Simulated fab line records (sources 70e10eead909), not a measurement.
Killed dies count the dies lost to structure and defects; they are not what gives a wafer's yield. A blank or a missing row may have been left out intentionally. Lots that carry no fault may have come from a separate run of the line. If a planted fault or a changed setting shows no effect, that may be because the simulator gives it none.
A lot that was struck, set against a sound lot    flow nand_harc    15 steps out of a route of 1302
Sound: the wafers L685.2, L685.3, L685.6. The struck wafers were L686.1, L686.3, L686.4. The cause comes at the end.
Order at every step that has rows: each side's tool, ch and its chambers, its first start. Under that, the readings that differ: sound wafers    struck wafers    difference of the means    sigmas: that difference in standard deviations of wafers without a fault.
alike: words and numbers the same on both sides, and readings whose means are apart by under 2 such deviations; not compared: readings that were withheld, readings missing a value for some wafer, numbers with overlapping values and no deviation given by the record, and bounds like >300 which may hide the same value.
A row with sigmas, a row that says differs or no value, or rows on one side alone: a step with any of these is where the two part. Non-overlapping numbers with no deviation appear without sigmas and do not part them. A reading that every wafer of one side lacks parts them only if that side has two wafers or more.

first, 4 steps without rows for these wafers: NHARC_P_M1_EBR_05; NHARC_P_M1_EXPOSE_06 (exposes mask P M1, target cd 130 nm); NHARC_P_M1_PEB_07 (peb time 65 s); NHARC_P_M1_DEVELOP_08 (develop time 35 s).
NHARC_P_M1_CD_MEAS_09: target cd 130 nm.
  sound on cd_sem-01 ch 0, day 7 18:32; struck on cd_sem-02 ch 0, day 8 13:17
reading     sound              struck             difference  sigmas
cd_nm (nm)  129.3 128.1 129.3  130.5 129.9 130.7  +1.5        +2
NHARC_P_M1_OVL_MEAS_10: pitch 260 nm.
  sound on overlay-01 at day 7 18:37; struck on overlay-01 at day 8 13:22
reading            sound        struck          difference  sigmas
overlay_y_nm (nm)  1.0 1.0 1.0  -1.1 -1.6 -0.7  -2.1        -2
  alike: overlay_x_nm
NHARC_P_M1_INSPECT_11:
  sound on defect_inspect-01 at day 7 18:40; struck on defect_inspect-02 at day 8 13:24
  alike: raw_defect_count
NHARC_P_M1_DESCUM_14: chemistry O2, time 3 s.
  sound on rie_diel-07 ch 0,3, day 7 18:43; struck on rie_diel-07 ch 0,1,2, day 8 13:28
  alike: drypump_motor_current_A, oes_product_au, rf_vpp_V, showerhead_plenum_p_Torr, throttle_valve_pct
  not compared: rf_hours_counter_h
NHARC_P_M1_ETCH_35: etches the open film in N2/H2, target depth 40 nm, overetch 12 nm, time 43.94 s.
  sound on rie_diel-07 ch 0,2,3, day 7 18:49; struck on rie_diel-07 ch 0,2,3, day 8 13:34
  alike: drypump_motor_current_A, h2_flow_sccm, n2_flow_sccm, oes_product_au, rf_vpp_V, showerhead_plenum_p_Torr, throttle_valve_pct
  not compared: rf_hours_counter_h
NHARC_P_M1_ETCH_15: etches the open film in C4F8/Ar, target depth 182.5 nm, time 91.2 s.
  sound on rie_diel-07 ch 1,2; struck on rie_diel-07 ch 0,1,3
  alike: oes_product_au, rf_vpp_V
  not compared: rf_hours_counter_h
NHARC_P_M1_CD_MEAS_16:
  sound on cd_sem-03 at day 7 19:01; struck on cd_sem-02 at day 8 13:46
  alike: cd_nm
NHARC_P_M1_STRIP_18: strips in N2/H2.
  sound on rie_diel-07 ch 0,2,3, day 7 19:07; struck on rie_diel-07 ch 0,1,3, day 8 13:52
  alike: drypump_motor_current_A, h2_flow_sccm, n2_flow_sccm, oes_product_au, rf_vpp_V, showerhead_plenum_p_Torr, throttle_valve_pct
  not compared: rf_hours_counter_h
NHARC_P_M1_ETCH_28: etches the open film in CF4/N2, target depth 30 nm, time 72.99 s.
  sound on rie_diel-07 ch 0,1,3, day 7 19:20; struck on rie_diel-07 ch 0,1,3, day 8 14:05
reading         sound        struck                   difference  sigmas
over_etch_frac  0.3 0.3 0.3  0.27087 0.27087 0.27087  -0.02913    
  alike: drypump_motor_current_A, n2_flow_sccm, oes_product_au, rf_vpp_V, showerhead_plenum_p_Torr, throttle_valve_pct
  not compared: rf_hours_counter_h
then, 1 step without rows for these wafers: NHARC_P_M1_STRIP_19 (strips in post etch residue remover, time 600 s).
-- jump in the record: it breaks off in module P_M1 and resumes in module END (first step shown: number 1302 of the route), and 18 days separate the struck wafers' starts before and after --
NHARC_END_SORT_01:
  sound on prober-01 ch 0, day 25 10:13; struck on prober-02 ch 0, day 26 05:19
reading                   sound           struck          difference  sigmas
defect_limited_yield (%)  93.5 96.5 97.0  87.1 90.5 88.9  -6.8        -2
killed_at_array           39 20 19        85 62 74        +48         +3
killed_dies               44 24 20        87 64 75        +46         +2
sort_bin_2_pct (%)        2.5 1.0 0.7     4.4 3.4 4.4     +2.7        +2
sort_bin_4_pct (%)        3.5 2.5 2.1     7.2 5.3 6.1     +3.5        +2
sort_n_pass               633 653 657     590 613 602     -46         -2
sort_yield_pct (%)        93.5 96.5 97.0  87.1 90.5 88.9  -6.8        -2
  alike: killed_at_other, killed_at_periphery, killed_open, killed_short, sort_bin_3_pct, sort_rim_yield_pct

== WHERE THEY PART ==
At NHARC_P_M1_CD_MEAS_09 first; at NHARC_END_SORT_01 last (within this record only).

WHY: what had been put in by the simulator
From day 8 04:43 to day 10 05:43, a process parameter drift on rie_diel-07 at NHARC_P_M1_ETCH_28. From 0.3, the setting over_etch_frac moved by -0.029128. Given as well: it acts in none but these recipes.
